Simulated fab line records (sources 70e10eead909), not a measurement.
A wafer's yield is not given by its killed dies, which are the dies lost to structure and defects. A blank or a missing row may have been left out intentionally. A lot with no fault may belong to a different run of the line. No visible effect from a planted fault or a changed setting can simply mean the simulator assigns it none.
fab line records + flow nandHarc
[record]
- lots = 12
- wafers = 35
- lastDay = 33
route steps=1302 shown A_STAIRCASE@885 A_SGD_CUT@905 END@1302
lots that met no fault: taken from a fault-free run of the same line
startH: start of the lot's first displayed wafer, in hours after the record's first day + waitH: hours since the lot's step before + " as in the row above + L1.1+2: a single row standing in for several wafers + - value missing, or start not given + * or withheld: withheld + < > ~ a bound
route shown NAME@n: names a module that has steps shown in the file, with the first one's number in the route + usual: average and standard deviation across the fault-free wafers + same: alike in all rows + chamber/n: place in a boat + sites: the reading at each site + _std_site: standard deviation across them + _edge_site: mean of outer sites minus mean of inner sites + radiusMm: how far each site lies from the wafer's centre + mask NAME#n: copy n + behind: tool/chamber where the wafer was last shaped + hold: why the lot went on hold/how many hours it stayed there/how the hold came to an end + device: which transistor (n, p or np) failed to switch + end of line: the tests these same wafers got at the end of their route + a step without rows: its recipe alone + killed: count of dies lost to structure and defects at first sort (not the wafer's yield) + map: the dies of a wafer, with x for killed, . for not killed, _ for no die there
set.NAME: the setting that was run; set.NAME@STEP: the one run at that earlier step + model.NAME: the simulator's own value behind a step, which no gauge read
one table for each step of the route and one row for each wafer, over a sample of lots
services: a tool's chamber out of use, with start hour (startH, from the record's first day; less than 0 if before it), hours out, and reason
[[steps]]
[step NHARC_A_STAIRCASE_DEP_471]
[recipe]
- targetThkA = 1000
- tempC = 400
- pressureTorr = 6.5
- rfW = 900
- teosFlowSccm = 161.4
- flowSccm = 2650
- targetThkNm = 100
- gas = O2
- material = SiO2
[usual]
- heaterPowerW = 578/110
- throttleValvePct = 15.8/0.7
| lot.wafer | tool     | chamber | startH | waitH | heaterPowerW | throttleValvePct |
|-----------|----------|---------|--------|-------|--------------|------------------|
| L311.2    | pecvd-02 | 2       | 427.27 | -     | 489          | 15.4             |
| L311.1    | "        | 0       | "      | "     | 636          | 16.9             |
| L311.5    | "        | 2       | "      | "     | 345          | 15.1             |
| L313.3    | pecvd-01 | 0       | 453.64 | -     | 410          | 15.2             |
| L313.1    | "        | 1       | "      | "     | 733          | 15.9             |
| L313.2    | "        | 2       | "      | "     | 546          | 16.9             |
| L314.1    | pecvd-01 | 0       | 453.85 | -     | 470          | 15.2             |
| L314.2    | "        | 2       | "      | "     | 602          | 16.8             |
| L314.6    | "        | 1       | "      | "     | 641          | 15.8             |
| L317.2    | pecvd-01 | 1       | 476.46 | -     | 746          | 15.6             |
| L317.1    | "        | 2       | "      | "     | 526          | 16.8             |
| L317.3    | "        | 0       | "      | "     | 481          | 15.4             |
| L318.3    | pecvd-02 | 2       | 502.43 | -     | 445          | 15.5             |
| L318.2    | "        | 1       | "      | "     | 541          | 14.9             |
| L318.4    | "        | 1       | "      | "     | 543          | 15.1             |
| L316.2    | pecvd-04 | 0       | 502.99 | -     | 727          | 16.2             |
| L316.5    | "        | 2       | "      | "     | 546          | 16.3             |
| L316.4    | "        | 0       | "      | "     | 726          | 16.2             |
| L319.1    | pecvd-04 | 1       | 521.71 | -     | 554          | 15.2             |
| L319.2    | "        | 2       | "      | "     | 575          | 16.3             |
| L319.5    | "        | 1       | "      | "     | 552          | 15.0             |
| L326.2    | pecvd-02 | 0       | 579.34 | -     | 701          | 16.6             |
| L326.5    | "        | 0       | "      | "     | 691          | 16.8             |
| L328.1    | pecvd-01 | 1       | 597.77 | -     | 719          | 15.8             |
| L328.3    | "        | 0       | "      | "     | 518          | 15.1             |
| L328.4    | "        | 2       | "      | "     | 508          | 15.8             |
| L332.2    | pecvd-02 | 2       | 637.09 | -     | 375          | 15.5             |
| L332.1    | "        | 0       | "      | "     | 692          | 17.4             |
| L332.4    | "        | 2       | "      | "     | 374          | 15.4             |
| L334.2    | pecvd-04 | 2       | 646.67 | -     | 576          | 16.0             |
| L334.3    | "        | 0       | "      | "     | 675          | 16.9             |
| L334.4    | "        | 0       | "      | "     | 661          | 16.5             |
| L333.2    | pecvd-02 | 0       | 653.16 | -     | 723          | 17.3             |
| L333.3    | "        | 2       | "      | "     | 456          | 15.4             |
| L333.6    | "        | 1       | "      | "     | 579          | 15.2             |
[step NHARC_A_SGD_CUT_ETCH_58]
[recipe]
- targetDepthA = 390
- overEtchFrac = 0.3
- timeS = 65
- ionEnergyEv = 80
- cf4FlowSccm = 150
- arFlowSccm = 0
- rfW = 300
- biasW = 100
- chemistry = CF4
[usual]
- drypumpMotorCurrentA = 5.7/0.47
- oesProductAu = 1.002/0.013
- rfVppV = 151.2/1.1
- showerheadPlenumPTorr = 1.76/0.067
- throttleValvePct = 13.284/0.0082
| lot.wafer | tool       | chamber | startH | waitH | drypumpMotorCurrentA | oesProductAu | rfHoursCounterH | rfVppV | showerheadPlenumPTorr | throttleValvePct |
|-----------|------------|---------|--------|-------|----------------------|--------------|-----------------|--------|-----------------------|------------------|
| L311.1    | rieDiel-05 | 0       | 428.92 | 0.1   | 6.2                  | 1.000        | 1               | 153.4  | 1.85                  | 13.276           |
| L311.2    | "          | 1       | "      | "     | 5.3                  | 1.000        | 1               | 151.7  | 1.87                  | 13.278           |
| L311.5    | "          | 0       | "      | "     | 6.1                  | 0.993        | -               | 152.4  | 1.85                  | 13.279           |
| L313.2    | rieDiel-12 | 0       | 455.32 | 0.1   | 5.3                  | 1.020        | 0               | 150.1  | 1.66                  | 13.289           |
| L313.3    | "          | 2       | "      | "     | 5.4                  | 0.985        | 0               | 151.5  | 1.75                  | 13.279           |
| L313.1    | "          | 3       | "      | "     | 5.5                  | 1.016        | 0               | 150.8  | 1.68                  | 13.278           |
| L314.1    | rieDiel-05 | 2       | 455.56 | 0.1   | 5.2                  | 0.992        | 2               | 153.2  | 1.87                  | 13.277           |
| L314.2    | "          | 0       | "      | "     | 6.2                  | 1.008        | 2               | 150.3  | 1.85                  | 13.282           |
| L314.6    | "          | 1       | "      | "     | 5.3                  | 0.990        | -               | 153.0  | 1.87                  | 13.285           |
| L317.3    | rieDiel-05 | 2       | 478.01 | 0.1   | 5.2                  | 0.982        | 3               | 152.1  | 1.87                  | 13.285           |
| L317.2    | "          | 3       | "      | "     | 5.3                  | 1.011        | 4               | 150.7  | 1.75                  | 13.282           |
| L317.1    | "          | 0       | "      | "     | 6.1                  | 0.999        | 3               | 153.1  | 1.85                  | 13.276           |
| L318.3    | rieDiel-01 | 1       | 504.10 | 0.1   | 6.6                  | 1.012        | 10              | 152.5  | 1.78                  | 13.280           |
| L318.4    | "          | 2       | "      | "     | 6.2                  | 0.979        | 10              | 150.4  | 1.72                  | 13.282           |
| L318.2    | "          | 3       | "      | "     | 5.6                  | 0.992        | 11              | 150.6  | 1.80                  | 13.278           |
| L316.2    | rieDiel-05 | 2       | 504.66 | 0.1   | 5.2                  | 0.989        | 4               | 153.9  | 1.87                  | 13.281           |
| L316.5    | "          | 1       | "      | "     | 5.3                  | 1.001        | -               | 153.0  | 1.87                  | 13.273           |
| L316.4    | "          | 3       | "      | "     | 5.3                  | 1.016        | -               | 150.0  | 1.75                  | 13.292           |
| L319.1    | rieDiel-12 | 3       | 523.40 | 0.1   | 5.5                  | 1.015        | 4               | 149.3  | 1.68                  | 13.281           |
| L319.2    | "          | 2       | "      | "     | 5.3                  | 1.010        | 4               | 151.1  | 1.75                  | 13.276           |
| L319.5    | "          | 0       | "      | "     | 5.3                  | 1.012        | -               | 150.5  | 1.66                  | 13.267           |
| L326.2    | rieDiel-12 | 1       | 580.97 | 0.1   | 5.3                  | 1.019        | 7               | 150.7  | 1.71                  | 13.284           |
| L326.5    | "          | 1       | "      | "     | 5.3                  | 1.014        | -               | 150.2  | 1.71                  | 13.275           |
| L328.3    | rieDiel-05 | 3       | 599.52 | 0.1   | 5.3                  | 1.010        | 0               | 150.8  | 1.75                  | 13.287           |
| L328.1    | "          | 0       | "      | "     | 6.2                  | 0.980        | 0               | 152.0  | 1.85                  | 13.284           |
| L328.4    | "          | 1       | "      | "     | 5.3                  | 0.984        | 0               | 152.6  | 1.87                  | 13.290           |
| L332.4    | rieDiel-01 | 3       | 638.91 | 0.1   | 5.6                  | 1.001        | 4               | 152.8  | 1.79                  | 13.283           |
| L332.1    | "          | 0       | "      | "     | 6.1                  | 1.011        | 5               | 150.9  | 1.73                  | 13.308           |
| L332.2    | "          | 1       | "      | "     | 6.6                  | 0.993        | 5               | 151.8  | 1.78                  | 13.288           |
| L334.3    | rieDiel-05 | 3       | 648.29 | 0.1   | 5.3                  | 1.011        | 2               | 149.8  | 1.75                  | 13.284           |
| L334.4    | "          | 0       | "      | "     | 6.2                  | 0.983        | 2               | 151.2  | 1.85                  | 13.296           |
| L334.2    | "          | 2       | "      | "     | 5.2                  | 1.002        | 2               | 152.0  | 1.87                  | 13.268           |
| L333.2    | rieDiel-01 | 1       | 654.91 | 0.1   | 6.6                  | 0.999        | 6               | 150.8  | 1.78                  | 13.283           |
| L333.3    | "          | 0       | "      | "     | 6.1                  | 1.015        | 6               | 150.7  | 1.73                  | 13.276           |
| L333.6    | "          | 2       | "      | "     | 6.2                  | 0.994        | -               | 151.1  | 1.72                  | 13.285           |
[step NHARC_A_SGD_CUT_ETCH_59]
[recipe]
- targetDepthA = 2600
- overEtchFrac = 0.25
- timeS = 406.25
- ionEnergyEv = 200
- n2FlowSccm = 150
- h2FlowSccm = 150
- arFlowSccm = 0
- rfW = 400
- biasW = 150
- chemistry = N2/H2
[usual]
- drypumpMotorCurrentA = 5.7/0.46
- oesProductAu = 1.002/0.013
- rfVppV = 430.2/2.4
- showerheadPlenumPTorr = 2.03/0.085
- throttleValvePct = 14.170/0.0098
| lot.wafer | tool       | chamber | startH | waitH | drypumpMotorCurrentA | oesProductAu | rfHoursCounterH | rfVppV | showerheadPlenumPTorr | throttleValvePct |
|-----------|------------|---------|--------|-------|----------------------|--------------|-----------------|--------|-----------------------|------------------|
| L311.2    | rieDiel-05 | 2       | -      | -     | 5.2                  | 0.984        | 1               | 433.1  | 2.17                  | 14.170           |
| L311.1    | "          | 3       | "      | "     | 5.3                  | 1.003        | 1               | 429.9  | 2.02                  | 14.172           |
| L311.5    | "          | 3       | "      | "     | 5.3                  | 1.007        | -               | 429.9  | 2.02                  | 14.172           |
| L313.1    | rieDiel-12 | 0       | -      | -     | 5.3                  | 1.022        | 0               | 425.8  | 1.90                  | 14.163           |
| L313.2    | "          | 1       | "      | "     | 5.3                  | 1.021        | 0               | 428.3  | 1.97                  | 14.175           |
| L313.3    | "          | 3       | "      | "     | 5.5                  | 1.005        | 0               | 427.2  | 1.93                  | 14.158           |
| L314.1    | rieDiel-05 | 2       | -      | -     | 5.2                  | 0.989        | 3               | 435.0  | 2.17                  | 14.177           |
| L314.2    | "          | 3       | "      | "     | 5.3                  | 1.012        | 3               | 430.5  | 2.02                  | 14.166           |
| L314.6    | "          | 1       | "      | "     | 5.3                  | 0.994        | -               | 433.0  | 2.17                  | 14.181           |
| L317.1    | rieDiel-05 | 2       | -      | -     | 5.2                  | 0.997        | 3               | 434.2  | 2.17                  | 14.172           |
| L317.2    | "          | 0       | "      | "     | 6.2                  | 1.005        | 3               | 434.1  | 2.14                  | 14.169           |
| L317.3    | "          | 1       | "      | "     | 5.3                  | 1.004        | 3               | 433.5  | 2.17                  | 14.152           |
| L318.4    | rieDiel-01 | 2       | -      | -     | 6.2                  | 0.974        | 10              | 428.8  | 1.98                  | 14.190           |
| L318.3    | "          | 3       | "      | "     | 5.6                  | 0.985        | 11              | 430.8  | 2.07                  | 14.175           |
| L318.2    | "          | 1       | "      | "     | 6.7                  | 0.998        | 10              | 431.9  | 2.06                  | 14.173           |
| L316.2    | rieDiel-05 | 2       | -      | -     | 5.2                  | 0.988        | 4               | 433.1  | 2.17                  | 14.180           |
| L316.5    | "          | 1       | "      | "     | 5.3                  | 0.994        | -               | 434.8  | 2.17                  | 14.157           |
| L316.4    | "          | 3       | "      | "     | 5.3                  | 0.998        | -               | 428.9  | 2.02                  | 14.160           |
| L319.2    | rieDiel-12 | 3       | -      | -     | 5.5                  | 1.019        | 4               | 429.8  | 1.93                  | 14.161           |
| L319.1    | "          | 0       | "      | "     | 5.4                  | 1.016        | 5               | 426.8  | 1.90                  | 14.163           |
| L319.5    | "          | 3       | "      | "     | 5.5                  | 1.008        | -               | 427.1  | 1.93                  | 14.146           |
| L326.2    | rieDiel-12 | 0       | -      | -     | 5.3                  | 1.021        | 8               | 427.3  | 1.89                  | 14.163           |
| L326.5    | "          | 0       | "      | "     | 5.3                  | 1.027        | -               | 425.6  | 1.90                  | 14.172           |
| L328.3    | rieDiel-05 | 1       | -      | -     | 5.3                  | 0.976        | 0               | 433.9  | 2.17                  | 14.161           |
| L328.4    | "          | 3       | "      | "     | 5.3                  | 1.003        | 0               | 429.0  | 2.02                  | 14.180           |
| L328.1    | "          | 0       | "      | "     | 6.2                  | 0.973        | 0               | 433.4  | 2.14                  | 14.165           |
| L332.1    | rieDiel-01 | 2       | -      | -     | 6.2                  | 1.002        | 4               | 428.6  | 1.98                  | 14.159           |
| L332.2    | "          | 3       | "      | "     | 5.6                  | 1.000        | 4               | 431.1  | 2.07                  | 14.173           |
| L332.4    | "          | 0       | "      | "     | 6.1                  | 1.016        | 5               | 429.3  | 1.99                  | 14.172           |
| L334.4    | rieDiel-05 | 2       | -      | -     | 5.2                  | 0.984        | 2               | 434.3  | 2.17                  | 14.174           |
| L334.2    | "          | 0       | "      | "     | 6.2                  | 0.982        | 2               | 432.6  | 2.14                  | 14.191           |
| L334.3    | "          | 1       | "      | "     | 5.3                  | 0.977        | 2               | 434.1  | 2.17                  | 14.171           |
| L333.3    | rieDiel-01 | 3       | -      | -     | 5.6                  | 0.995        | 6               | 432.6  | 2.07                  | 14.180           |
| L333.2    | "          | 0       | "      | "     | 6.1                  | 1.006        | 6               | 428.9  | 1.99                  | 14.175           |
| L333.6    | "          | 1       | "      | "     | 6.6                  | 0.979        | -               | 431.7  | 2.05                  | 14.171           |
[step NHARC_A_SGD_CUT_DEP_20]
[recipe]
- targetThkA = 1500
- tempC = 65
- material = SiO2
| lot.wafer  | tool    | chamber | startH | waitH |
|------------|---------|---------|--------|-------|
| L311.2+1+5 | fcvd-02 | 0,1,0   | 429.95 | -     |
| L313.2+1+3 | fcvd-01 | 0,1,1   | 456.35 | -     |
| L314.2+1+6 | fcvd-01 | 0,1,1   | 456.59 | -     |
| L317.1+2+3 | fcvd-02 | 1,0,0   | 479.05 | -     |
| L318.2+4+3 | fcvd-02 | 0,0,1   | 505.12 | -     |
| L316.2+4+5 | fcvd-01 | 0       | 505.92 | 0.2   |
| L319.2+1+5 | fcvd-02 | 1,0,1   | 524.46 | 0.1   |
| L326.2+5   | fcvd-02 | 1,0     | 582.00 | -     |
| L328.1+4+3 | fcvd-02 | 0,0,1   | 600.55 | -     |
| L332.1+2+4 | fcvd-01 | 0,1,1   | 639.94 | -     |
| L334.2+3+4 | fcvd-02 | 0,1,0   | 649.35 | -     |
| L333.2+3+6 | fcvd-02 | 0       | 655.94 | -     |
[step NHARC_A_SGD_CUT_THK_MEAS_22]
[recipe]
- thkMeasGauge = ellipsometry
[usual]
- thkNm = 148.7/1.3
| lot.wafer | tool         | chamber | startH | waitH | thkNm |
|-----------|--------------|---------|--------|-------|-------|
| L311.1    | filmMetro-02 | -       | 434.98 | 0.2   | 149.8 |
| L311.2    | "            | -       | "      | "     | 148.7 |
| L311.5    | "            | -       | "      | "     | 150.2 |
| L313.1    | filmMetro-01 | -       | 461.40 | 0.2   | 147.0 |
| L313.2    | "            | -       | "      | "     | 149.0 |
| L313.3    | "            | -       | "      | "     | 148.8 |
| L314.1    | filmMetro-02 | -       | 461.40 | 0.2   | 146.5 |
| L314.2    | "            | -       | "      | "     | 150.3 |
| L314.6    | "            | -       | "      | "     | 146.2 |
| L317.1    | filmMetro-01 | -       | 483.94 | 0.2   | 148.2 |
| L317.2    | "            | -       | "      | "     | 150.1 |
| L317.3    | "            | -       | "      | "     | 149.1 |
| L316.2    | filmMetro-01 | -       | 510.15 | 0.2   | 149.0 |
| L316.4    | "            | -       | "      | "     | 148.7 |
| L316.5    | "            | -       | "      | "     | 151.3 |
| L318.2    | filmMetro-02 | -       | 510.16 | 0.2   | 148.1 |
| L318.3    | "            | -       | "      | "     | 151.9 |
| L318.4    | "            | -       | "      | "     | 149.2 |
| L319.1    | filmMetro-01 | -       | 529.50 | 0.2   | 148.6 |
| L319.2    | "            | -       | "      | "     | 147.6 |
| L319.5    | "            | -       | "      | "     | 147.2 |
| L326.2    | filmMetro-02 | -       | 586.92 | 0.2   | 142.4 |
| L326.5    | "            | -       | "      | "     | 147.6 |
| L328.1    | filmMetro-01 | -       | 605.30 | 0.2   | 147.6 |
| L328.3    | "            | -       | "      | "     | 149.4 |
| L328.4    | "            | -       | "      | "     | 143.7 |
| L332.1    | filmMetro-01 | -       | 646.13 | 0.2   | 149.2 |
| L332.2    | "            | -       | "      | "     | 150.4 |
| L332.4    | "            | -       | "      | "     | 149.9 |
| L334.2    | filmMetro-02 | -       | 654.57 | 0.2   | 149.9 |
| L334.3    | "            | -       | "      | "     | 152.0 |
| L334.4    | "            | -       | "      | "     | 149.3 |
| L333.2    | filmMetro-01 | -       | 661.17 | 0.2   | 147.3 |
| L333.3    | "            | -       | "      | "     | 148.7 |
| L333.6    | "            | -       | "      | "     | 149.0 |
[step NHARC_END_SORT_01]
[recipe]
- tempC = 25
[usual]
- killedAtArray = 61/26
- killedAtOther = 0.8/1.1
- killedAtPeriphery = 4.0/2.6
- killedDies = 66/26
- killedOpen = 3.1/1.7
- killedShort = 2.5/1.5
[same]
- grossDies = 677
| lot.wafer | tool      | chamber | startH | waitH | killedAtArray | killedAtOther | killedAtPeriphery | killedDies | killedOpen | killedShort |
|-----------|-----------|---------|--------|-------|---------------|---------------|-------------------|------------|------------|-------------|
| L317.1    | prober-01 | 0       | 599.30 | 2.5   | 68            | 0             | 3                 | 71         | 1          | 1           |
| L317.2    | prober-01 | 0       | 600.10 | 2.8   | 60            | 2             | 7                 | 69         | 1          | 3           |
| L317.3    | prober-01 | 0       | 600.89 | 3.1   | 67            | 0             | 3                 | 70         | 1          | 4           |
| L318.2    | prober-01 | 0       | 626.97 | 2.8   | 95            | 0             | 10                | 105        | 0          | 3           |
| L318.3    | prober-01 | 0       | 627.76 | 3.1   | 116           | 0             | 5                 | 121        | 6          | 2           |
| L318.4    | prober-01 | 0       | 628.56 | 3.4   | 99            | 0             | 8                 | 107        | 3          | 3           |
| L316.2    | prober-02 | 0       | 626.98 | 2.8   | 46            | 1             | 0                 | 47         | 2          | 1           |
| L316.4    | prober-02 | 0       | 628.59 | 3.4   | 46            | 2             | 2                 | 50         | 5          | 2           |
| L316.5    | prober-02 | 0       | 629.39 | 3.7   | 41            | 0             | 1                 | 42         | 1          | 4           |
// killed by level:class
L317.1 A_CHANNEL_HOLE_D1:chamberFilmFlake=28 A_CHANNEL_HOLE_D2:chamberFilmFlake=14 A_STAIRCASE:chamberFilmFlake=11 A_CHANNEL_FILL_D1:chamberFilmFlake=6 A_DECK1_JOINT:chamberFilmFlake=3 A_ZERO_WELL:chamberFilmFlake=2 A_CHANNEL_FILL_D1:geometricParticle:open=1 A_WL_FILL:geometricParticle:short=1
L317.2 A_CHANNEL_HOLE_D1:chamberFilmFlake=32 A_CHANNEL_HOLE_D2:chamberFilmFlake=12 A_STAIRCASE:chamberFilmFlake=8 P_ZERO_WELL:chamberFilmFlake=3 P_STI:chamberFilmFlake=2 A_DECK1_JOINT:chamberFilmFlake=2 A_CHANNEL_FILL_D1:chamberFilmFlake=2 HYBRID_BOND:chamberFilmFlake=2
L317.3 A_CHANNEL_HOLE_D1:chamberFilmFlake=33 A_CHANNEL_HOLE_D2:chamberFilmFlake=13 A_STAIRCASE:chamberFilmFlake=11 P_ZERO_WELL:chamberFilmFlake=3 A_CHANNEL_FILL_D1:chamberFilmFlake=2 A_DECK1_JOINT:chamberFilmFlake=2 A_ONON_D2:geometricParticle:short=1 A_CHANNEL_HOLE_D2:geometricParticle:short=1
L318.2 A_CHANNEL_HOLE_D2:chamberFilmFlake=28 A_SLIT:chamberFilmFlake=28 A_CHANNEL_HOLE_D1:chamberFilmFlake=25 P_BONDPAD:chamberFilmFlake=5 A_CONTACT:chamberFilmFlake=5 A_STAIRCASE:chamberFilmFlake=3 P_CONTACT:chamberFilmFlake=2 P_M2:chamberFilmFlake=2
L316.2 A_CHANNEL_HOLE_D2:chamberFilmFlake=30 A_CONTACT:chamberFilmFlake=5 A_WL_FILL:chamberFilmFlake=3 A_CHANNEL_HOLE_D1:chamberFilmFlake=2 A_DECK1_JOINT:geometricParticle:short=1 A_DECK1_JOINT:geometricParticle:open=1 A_M0:geometricParticle:open=1 THIN_TSV:chamberFilmFlake=1
L318.3 A_CHANNEL_HOLE_D2:chamberFilmFlake=37 A_CHANNEL_HOLE_D1:chamberFilmFlake=32 A_SLIT:chamberFilmFlake=31 A_CONTACT:chamberFilmFlake=7 A_DECK1_JOINT:geometricParticle:open=2 P_GATE:chamberFilmFlake=2 P_M0:geometricParticle:short=1 A_ONON_D1:geometricParticle:short=1
L318.4 A_SLIT:chamberFilmFlake=31 A_CHANNEL_HOLE_D2:chamberFilmFlake=29 A_CHANNEL_HOLE_D1:chamberFilmFlake=27 P_BONDPAD:chamberFilmFlake=5 A_CHANNEL_FILL_D2:chamberFilmFlake=3 A_ONON_D1:geometricParticle:short=2 A_STAIRCASE:chamberFilmFlake=2 P_CONTACT:geometricParticle:open=1
L316.4 A_CHANNEL_HOLE_D2:chamberFilmFlake=29 A_CHANNEL_HOLE_D1:chamberFilmFlake=6 A_SGD_CUT:geometricParticle:open=2 P_STI:chamberFilmFlake=2 A_CONTACT:chamberFilmFlake=2 THIN_TSV:chamberFilmFlake=2 A_SOURCE_PLATE:geometricParticle:open=1 A_ONON_D1:geometricParticle:short=1
L316.5 A_CHANNEL_HOLE_D2:chamberFilmFlake=27 A_CHANNEL_HOLE_D1:chamberFilmFlake=4 A_WL_FILL:chamberFilmFlake=3 A_WL_FILL:geometricParticle:short=2 A_CHANNEL_FILL_D1:geometricParticle:short=1 A_DECK1_JOINT:geometricParticle:short=1 A_WL_FILL:geometricParticle:open=1 P_STI:chamberFilmFlake=1
[[services]]
| tool       | chamber | startH | hours | kind   |
|------------|---------|--------|-------|--------|
| rieDiel-05 | -       | 406.60 | 9.0   | pm     |
| pecvd-02   | -       | 408.19 | 13.0  | pm     |
| rieDiel-12 | -       | 445.40 | 9.0   | pm     |
| fcvd-02    | -       | 450.00 | 13.0  | pm     |
| pecvd-04   | -       | 450.55 | 13.0  | pm     |
| rieDiel-12 | -       | 461.58 | 1.1   | repair |
| pecvd-02   | 1       | 479.26 | 3.9   | repair |
| rieDiel-12 | 1       | 483.84 | 15.0  | repair |
| pecvd-01   | -       | 492.02 | 13.0  | pm     |
| rieDiel-05 | 0       | 503.77 | 4.8   | repair |
| fcvd-01    | 1       | 505.13 | 12.2  | repair |
| fcvd-01    | 1       | 517.97 | 2.5   | repair |
| fcvd-01    | 0       | 538.43 | 5.5   | repair |
| fcvd-01    | 1       | 538.53 | 3.7   | repair |
| rieDiel-12 | 2       | 546.67 | 2.7   | repair |
| fcvd-01    | -       | 547.00 | 13.0  | pm     |
| rieDiel-01 | 2       | 554.58 | 22.1  | repair |
| rieDiel-01 | -       | 557.80 | 9.0   | pm     |
| rieDiel-05 | -       | 583.60 | 9.0   | pm     |
| pecvd-02   | -       | 589.28 | 13.0  | pm     |
| fcvd-01    | -       | 617.70 | 0.8   | repair |
| rieDiel-12 | -       | 622.40 | 9.0   | pm     |
| fcvd-02    | -       | 631.00 | 13.0  | pm     |
| rieDiel-12 | -       | 646.87 | 0.3   | repair |
[[key]]
[firstSign]
- step = NHARC_A_SGD_CUT_THK_MEAS_22
- reading = thkNm
- direction = down
- sigmas = 4.2
- usual = 148.7
- struck = 143.1
effect none on later readings
metAt NHARC_A_SGD_CUT_DEP_20
struckLots L326,L328
struckWafers L326.2,L328.4
testerLeftOut L326,L328
notActingAt NHARC_A_STAIRCASE_DEP_471,NHARC_A_SGD_CUT_ETCH_58,NHARC_A_SGD_CUT_ETCH_59
onsetBetween 524.46 582.00
[fault]
- kind = processParameterDrift
- tool = fcvd-02
- chamber = -
- onsetH = 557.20
- steps = NHARC_A_SGD_CUT_DEP_20
- channel = targetThkA
- offset = *
- shape = step
- endH = 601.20
- scope = struckWafersOnly
- actsIn = *
- stated = *
// testerLeftOut: of these lots the tester's yield and bins aren't shown, on N5 and GAA mostly nor the transistor test; their killed dies are dies lost to structure and defects alone, not to doping, threshold or leakage, so they don't give the yield
